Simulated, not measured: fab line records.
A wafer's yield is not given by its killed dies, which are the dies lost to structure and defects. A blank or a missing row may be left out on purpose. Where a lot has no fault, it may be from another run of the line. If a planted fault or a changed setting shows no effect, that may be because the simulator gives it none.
Which tool did it? ; flow n5-finfet ; 22 lots with 66 wafers sampled at 6 steps, on a route of 1938 steps

## WHAT THE GAUGES READ, wafer by wafer
No reading from a measuring or inspecting step in the record can be judged against a usual standard deviation.

## WHAT TOOL EACH LOT RAN ON (gives the tool, then ch and the chambers of the sampled wafers, and finally the start)
lot;N5_BEOL_M8_STRIP_36;N5_BEOL_M8_ETCH_41;N5_BEOL_M8_DEP_56;N5_BEOL_M9_HM_DEP_02;N5_BEOL_M9_DESCUM_16;N5_BEOL_M9_ETCH_61
L074;rie-diel-06 ch 0,2, day 10 04:51;rie-diel-06 ch 0,2, day 10 07:52 or earlier;pecvd-02 ch 0,1,2, day 10 07:52;pvd-sputter-02, day 10 10:02;rie-diel-04 ch 1,3, day 10 10:38;rie-diel-04 ch 1,3, day 10 10:40
L075;rie-diel-01 ch 0,2,3, day 10 09:16;rie-diel-01 ch 0,2,3, day 10 12:37 or earlier;pecvd-01 ch 0,1, day 10 12:37;pvd-sputter-02, day 10 15:37;rie-diel-04 ch 1,2,3, day 10 16:11;rie-diel-04 ch 1,2,3, day 10 16:14
L076;rie-diel-03 ch 0,2,3, day 10 12:02;rie-diel-03 ch 0,2,3, day 10 16:35 or earlier;pecvd-02 ch 0,2, day 10 16:35;pvd-sputter-02, day 10 18:38;rie-diel-05 ch 1,2, day 10 19:13;rie-diel-05 ch 1,2, day 10 19:15
L078;rie-diel-06 ch 2,3, day 10 15:17;rie-diel-06 ch 2,3, day 10 19:46 or earlier;pecvd-01 ch 0,1,2, day 10 19:46;pvd-sputter-03, day 10 21:48;rie-diel-02 ch 0,1,3, day 10 22:16;rie-diel-02 ch 0,1,3, day 10 22:18
L077;rie-diel-01 ch 1,2,3, day 10 21:29;rie-diel-01 ch 1,2,3, day 10 23:46 or earlier;pecvd-02 ch 0,1, day 10 23:46;pvd-sputter-03, day 11 01:38;rie-diel-04 ch 0,1,2, day 11 02:05;rie-diel-04 ch 0,1,2, day 11 02:08
L081;rie-diel-06 ch 0,1, day 11 01:47;rie-diel-06 ch 0,1, day 11 05:08 or earlier;pecvd-03 ch 0,1,2, day 11 05:08;pvd-sputter-02, day 11 06:43;rie-diel-02 ch 2,3, day 11 07:18;rie-diel-02 ch 2,3, day 11 07:20
L080;rie-diel-06 ch 0,2, day 11 06:59;rie-diel-06 ch 0,2, day 11 10:16 or earlier;pecvd-01 ch 0,2, day 11 10:16;pvd-sputter-03, day 11 12:40;rie-diel-04 ch 1,3, day 11 13:08;rie-diel-04 ch 1,3, day 11 13:10
L079;rie-diel-01 ch 0,1,2, day 11 08:45;rie-diel-01 ch 0,1,2, day 11 13:01 or earlier;pecvd-02 ch 0,1, day 11 13:01;pvd-sputter-01, day 11 15:55;rie-diel-04 ch 0,2,3, day 11 16:48;rie-diel-04 ch 0,2,3, day 11 16:50
L083;rie-diel-03 ch 0,1,2, day 11 12:13;rie-diel-03 ch 0,1,2, day 11 14:32 or earlier;pecvd-01 ch 0,1,2, day 11 14:32;pvd-sputter-02, day 11 16:17;rie-diel-04 ch 0,2,3, day 11 17:05;rie-diel-04 ch 0,2,3, day 11 17:07
L082;rie-diel-06 ch 0,1,2, day 11 12:34;rie-diel-06 ch 0,1,2, day 11 16:34 or earlier;pecvd-01 ch 0,1,2, day 11 16:34;pvd-sputter-01, day 11 19:20;rie-diel-04 ch 0,2, day 11 19:56;rie-diel-04 ch 0,2, day 11 19:58
L084;rie-diel-03 ch 1,3, day 12 05:02;rie-diel-03 ch 1,3, day 12 08:45 or earlier;pecvd-03 ch 0,1,2, day 12 08:45;pvd-sputter-03, day 12 10:07;rie-diel-05 ch 1,2, day 12 10:34;rie-diel-05 ch 1,2, day 12 10:36
L085;rie-diel-01 ch 0,2, day 12 09:16;rie-diel-01 ch 0,2, day 12 11:59 or earlier;pecvd-02 ch 0,2, day 12 11:59;pvd-sputter-02, day 12 16:17;rie-diel-02 ch 2,3, day 12 16:46;rie-diel-02 ch 2,3, day 12 16:48
L086;rie-diel-03 ch 0,1, day 12 20:37;rie-diel-03 ch 0,1, day 12 23:09 or earlier;pecvd-03 ch 1,2, day 12 23:09;pvd-sputter-03, day 13 01:13;rie-diel-04 ch 1,2,3, day 13 01:48;rie-diel-04 ch 1,2,3, day 13 01:50
L088;rie-diel-01 ch 1,2,3, day 12 23:52;rie-diel-01 ch 1,2,3, day 13 02:56 or earlier;pecvd-03 ch 0,1, day 13 02:56;pvd-sputter-03, day 13 07:00;rie-diel-05 ch 1,2,3, day 13 07:56;rie-diel-05 ch 1,2,3, day 13 07:58
L092;rie-diel-03 ch 1,2,3, day 13 17:50;rie-diel-03 ch 1,2,3, day 13 20:23 or earlier;pecvd-03 ch 0,1, day 13 20:23;pvd-sputter-02, day 13 21:59;rie-diel-05 ch 2,3, day 13 22:47;rie-diel-05 ch 2,3, day 13 22:49
L087;rie-diel-01 ch 1,3, day 13 17:51;rie-diel-01 ch 1,3, day 13 20:50 or earlier;pecvd-01 ch 1,2, day 13 20:50;pvd-sputter-01, day 13 22:17;rie-diel-05 ch 2,3, day 13 23:02;rie-diel-05 ch 2,3, day 13 23:04
L091;rie-diel-06 ch 0,1,2, day 14 02:16;rie-diel-06 ch 0,1,2, day 14 05:06 or earlier;pecvd-03 ch 0,1,2, day 14 05:06;pvd-sputter-01, day 14 07:29;rie-diel-04 ch 1,2,3, day 14 07:56;rie-diel-04 ch 1,2,3, day 14 07:59
L090;rie-diel-01 ch 0,1,3, day 14 02:41;rie-diel-01 ch 0,1,3, day 14 05:19 or earlier;pecvd-03 ch 0,1,2, day 14 05:19;pvd-sputter-02, day 14 07:31;rie-diel-02 ch 0,1,2, day 14 08:06;rie-diel-02 ch 0,1,2, day 14 08:08
L094;rie-diel-03 ch 1,2,3, day 14 03:07;rie-diel-03 ch 1,2,3, day 14 05:58 or earlier;pecvd-01 ch 0,1, day 14 05:58;pvd-sputter-01, day 14 07:40;rie-diel-04 ch 1,2,3, day 14 08:28;rie-diel-04 ch 1,2,3, day 14 08:29
L095;rie-diel-06 ch 0,3, day 15 12:19;rie-diel-06 ch 0,3, day 15 16:48 or earlier;pecvd-01 ch 0,1,2, day 15 16:48;pvd-sputter-02, day 15 18:41;rie-diel-05 ch 0,1,2, day 15 19:19;rie-diel-05 ch 0,1,2, day 15 19:22
L097;rie-diel-03 ch 0,2, day 15 18:23;rie-diel-03 ch 0,2, day 15 22:46 or earlier;pecvd-03 ch 0,1,2, day 15 22:46;pvd-sputter-01, day 16 01:07;rie-diel-04 ch 0,2, day 16 01:52;rie-diel-04 ch 0,2, day 16 01:54
L096;rie-diel-01 ch 2,3, day 16 15:13;rie-diel-01 ch 2,3, day 16 17:36 or earlier;pecvd-03 ch 0,1,2, day 16 17:36;pvd-sputter-01, day 16 19:55;rie-diel-02 ch 0,1,3, day 16 20:32;rie-diel-02 ch 0,1,3, day 16 20:34
- N5_BEOL_M8_STRIP_36: strips in N2/H2.
- N5_BEOL_M8_ETCH_41: etches SiCN in CH3F/O2, target depth 31.9 nm, time 57.8 s.
- N5_BEOL_M8_DEP_56: deposits SiCN from 3MS/NH3, target thk 10 nm, time 17.5 s.
- N5_BEOL_M9_HM_DEP_02: deposits TiN, target thk 20 nm.
- N5_BEOL_M9_DESCUM_16: chemistry O2, time 7.9 s.
- N5_BEOL_M9_ETCH_61: etches SiARC in CF4, target depth 39 nm, time 65 s.

## WHAT THE TOOLS THEMSELVES READ (means of the sampled wafers that have a number; where no wafer has one, the mark that the record gives instead)
N5_BEOL_M8_STRIP_36.
lot;tool;drypump-motor-current-A (A);oes-product-au (a.u.);rf-vpp-V (V);showerhead-plenum-p-Torr (Torr);throttle-valve-pct (%)
L074;rie-diel-06;5.6;0.78;58.7;2.60;23.32
L075;rie-diel-01;6.2;0.79;58.5;2.57;23.87
L076;rie-diel-03;5.9;0.75;60.4;2.49;23.52
L078;rie-diel-06;5.4;0.75;58.6;2.54;23.47
L077;rie-diel-01;6.1;0.76;57.9;2.49;23.68
L081;rie-diel-06;6.0;0.85;57.9;2.62;23.42
L080;rie-diel-06;5.6;0.75;58.9;2.59;23.33
L079;rie-diel-01;6.2;0.79;58.8;2.53;23.57
L083;rie-diel-03;5.7;0.73;59.8;2.53;23.67
L082;rie-diel-06;5.9;0.82;59.0;2.58;23.50
L084;rie-diel-03;6.0;0.81;59.9;2.49;23.37
L085;rie-diel-01;6.4;0.79;59.3;2.61;23.82
L086;rie-diel-03;5.7;0.75;59.8;2.54;23.66
L088;rie-diel-01;6.1;0.83;57.9;2.48;23.53
L092;rie-diel-03;5.7;0.76;59.2;2.51;23.59
L087;rie-diel-01;6.0;0.76;58.2;2.42;23.38
L091;rie-diel-06;5.9;0.79;59.1;2.58;23.54
L090;rie-diel-01;6.2;0.78;57.6;2.50;23.60
L094;rie-diel-03;5.7;0.76;59.2;2.51;23.57
L095;rie-diel-06;5.6;0.76;57.2;2.59;23.41
L097;rie-diel-03;5.6;0.68;59.2;2.50;23.76
L096;rie-diel-01;6.2;0.85;59.3;2.53;23.73

N5_BEOL_M8_ETCH_41.
lot;tool;drypump-motor-current-A (A);oes-product-au (a.u.);rf-vpp-V (V);showerhead-plenum-p-Torr (Torr);throttle-valve-pct (%)
L074;rie-diel-06;5.6;0.76;298.6;2.06;16.35
L075;rie-diel-01;6.2;0.78;297.8;2.03;16.50
L076;rie-diel-03;5.9;0.74;296.9;1.97;16.28
L078;rie-diel-06;5.4;0.75;297.8;2.00;16.33
L077;rie-diel-01;6.1;0.76;296.6;1.98;16.52
L081;rie-diel-06;6.0;0.84;299.2;2.08;16.34
L080;rie-diel-06;5.7;0.75;297.4;2.05;16.38
L079;rie-diel-01;6.2;0.77;297.7;2.01;16.43
L083;rie-diel-03;5.7;0.73;296.7;2.00;16.48
L082;rie-diel-06;5.8;0.81;298.4;2.04;16.32
L084;rie-diel-03;6.0;0.79;296.3;1.96;16.14
L085;rie-diel-01;6.4;0.77;298.8;2.06;16.43
L086;rie-diel-03;5.7;0.75;297.3;2.01;16.63
L088;rie-diel-01;6.1;0.83;296.3;1.97;16.39
L092;rie-diel-03;5.7;0.75;297.3;1.97;16.23
L087;rie-diel-01;6.0;0.77;296.0;1.93;16.41
L091;rie-diel-06;5.8;0.79;297.6;2.03;16.36
L090;rie-diel-01;6.1;0.78;297.6;1.98;16.40
L094;rie-diel-03;5.7;0.75;296.7;1.97;16.23
L095;rie-diel-06;5.6;0.74;298.9;2.07;16.48
L097;rie-diel-03;5.6;0.67;296.8;1.97;16.43
L096;rie-diel-01;6.3;0.85;296.7;2.00;16.43

N5_BEOL_M8_DEP_56.
lot;tool;showerhead-plenum-p-Torr (Torr);throttle-valve-pct (%)
L074;pecvd-02;3.675;8.7
L075;pecvd-01;3.664;9.1
L076;pecvd-02;3.678;8.6
L078;pecvd-01;3.662;8.7
L077;pecvd-02;3.668;8.8
L081;pecvd-03;3.677;8.7
L080;pecvd-01;3.657;8.9
L079;pecvd-02;3.676;9.0
L083;pecvd-01;3.663;8.7
L082;pecvd-01;3.658;8.7
L084;pecvd-03;3.675;8.7
L085;pecvd-02;3.672;8.7
L086;pecvd-03;3.669;8.7
L088;pecvd-03;3.675;9.1
L092;pecvd-03;3.672;8.8
L087;pecvd-01;3.659;8.2
L091;pecvd-03;3.679;8.7
L090;pecvd-03;3.674;8.6
L094;pecvd-01;3.669;9.0
L095;pecvd-01;3.660;8.5
L097;pecvd-03;3.673;8.7
L096;pecvd-03;3.675;8.5

N5_BEOL_M9_HM_DEP_02.
lot;tool;throttle-valve-pct (%)
L074;pvd-sputter-02;30.1
L075;pvd-sputter-02;30.3
L076;pvd-sputter-02;30.1
L078;pvd-sputter-03;31.1
L077;pvd-sputter-03;31.3
L081;pvd-sputter-02;30.4
L080;pvd-sputter-03;31.4
L079;pvd-sputter-01;29.1
L083;pvd-sputter-02;29.7
L082;pvd-sputter-01;29.9
L084;pvd-sputter-03;30.6
L085;pvd-sputter-02;30.2
L086;pvd-sputter-03;31.5
L088;pvd-sputter-03;31.4
L092;pvd-sputter-02;30.3
L087;pvd-sputter-01;29.5
L091;pvd-sputter-01;29.4
L090;pvd-sputter-02;30.2
L094;pvd-sputter-01;30.2
L095;pvd-sputter-02;30.2
L097;pvd-sputter-01;29.8
L096;pvd-sputter-01;30.2

N5_BEOL_M9_DESCUM_16.
lot;tool;drypump-motor-current-A (A);oes-product-au (a.u.);rf-vpp-V (V);showerhead-plenum-p-Torr (Torr);throttle-valve-pct (%)
L074;rie-diel-04;5.4;0.80;243.3;2.06;20.1
L075;rie-diel-04;5.4;0.78;242.4;2.07;20.3
L076;rie-diel-05;5.6;0.75;243.2;2.04;20.3
L078;rie-diel-02;5.7;0.76;243.9;2.15;20.5
L077;rie-diel-04;5.5;0.79;242.8;2.13;20.5
L081;rie-diel-02;5.6;0.92;243.4;2.14;20.5
L080;rie-diel-04;5.4;0.80;243.2;2.06;20.1
L079;rie-diel-04;5.1;0.85;243.5;2.16;20.1
L083;rie-diel-04;5.0;0.84;242.8;2.16;20.2
L082;rie-diel-04;5.1;0.85;244.3;2.21;20.3
L084;rie-diel-05;5.6;0.74;241.9;2.03;20.3
L085;rie-diel-02;5.5;0.87;243.6;2.17;20.4
L086;rie-diel-04;5.4;0.87;244.0;2.16;20.3
L088;rie-diel-05;5.5;0.82;242.6;2.04;20.3
L092;rie-diel-05;5.6;0.87;241.9;2.04;20.2
L087;rie-diel-05;5.5;0.89;242.9;2.05;20.4
L091;rie-diel-04;5.4;0.85;244.1;2.15;20.3
L090;rie-diel-02;5.8;0.76;242.7;2.10;20.7
L094;rie-diel-04;5.4;0.85;244.6;2.15;20.3
L095;rie-diel-05;5.9;0.82;243.5;2.06;20.4
L097;rie-diel-04;5.0;0.79;243.8;2.16;20.5
L096;rie-diel-02;5.8;0.72;244.0;2.14;20.6

N5_BEOL_M9_ETCH_61.
lot;tool;drypump-motor-current-A (A);etch-rf-on-time-s (s);oes-product-au (a.u.);rf-vpp-V (V);showerhead-plenum-p-Torr (Torr);throttle-valve-pct (%)
L074;rie-diel-04;5.4;66.3;0.68;183.5;2.14;15.4
L075;rie-diel-04;5.4;64.2;0.67;183.8;2.13;15.5
L076;rie-diel-05;5.6;67.4;0.64;183.8;2.09;15.5
L078;rie-diel-02;5.8;66.2;0.65;184.8;2.20;15.7
L077;rie-diel-04;5.5;64.5;0.68;184.5;2.15;15.6
L081;rie-diel-02;5.5;63.8;0.80;184.5;2.17;15.5
L080;rie-diel-04;5.4;65.8;0.68;183.7;2.13;15.4
L079;rie-diel-04;5.1;65.4;0.72;184.8;2.19;15.3
L083;rie-diel-04;5.1;66.2;0.72;185.5;2.19;15.2
L082;rie-diel-04;5.2;65.6;0.73;184.9;2.22;15.2
L084;rie-diel-05;5.6;67.8;0.62;184.4;2.09;15.5
L085;rie-diel-02;5.5;65.0;0.74;184.6;2.21;15.5
L086;rie-diel-04;5.4;64.7;0.74;185.1;2.21;15.5
L088;rie-diel-05;5.5;65.8;0.70;183.9;2.09;15.5
L092;rie-diel-05;5.6;63.3;0.76;183.9;2.08;15.4
L087;rie-diel-05;5.5;64.5;0.77;184.4;2.08;15.5
L091;rie-diel-04;5.4;64.9;0.72;184.1;2.20;15.5
L090;rie-diel-02;5.8;67.5;0.64;184.4;2.14;15.8
L094;rie-diel-04;5.4;65.1;0.72;185.1;2.20;15.5
L095;rie-diel-05;5.9;66.1;0.70;184.3;2.12;15.5
L097;rie-diel-04;5.0;63.9;0.68;184.6;2.18;15.4
L096;rie-diel-02;5.8;68.0;0.61;184.5;2.19;15.8

## THE ANSWER, worked out from the rows above alone
Rule: usual is defined by the lots themselves. The widest of any qualifying gaps counts: lots, ordered by their means at a reading, are off when they make up no more than a third of the lots, leave a main group of 4 or more, and stand apart from it by 3 or more times the standard deviation of that group's means. If all means in a main group match to the digits the tables above print for the reading, that group is not used. A lot without any number at a reading at which 4 lots or more have one is off too. All remaining lots with rows at the step are treated as sound. First the gauges in route order, then the tools' own readings, where a lot's mean is used as printed above. The first step at which some lot is off is used, and at that step the reading that is off furthest; a lot without a number counts as furthest.
None of the lots is off at any reading shown; this tells nothing.

## WHAT THE SIMULATOR PUT IN
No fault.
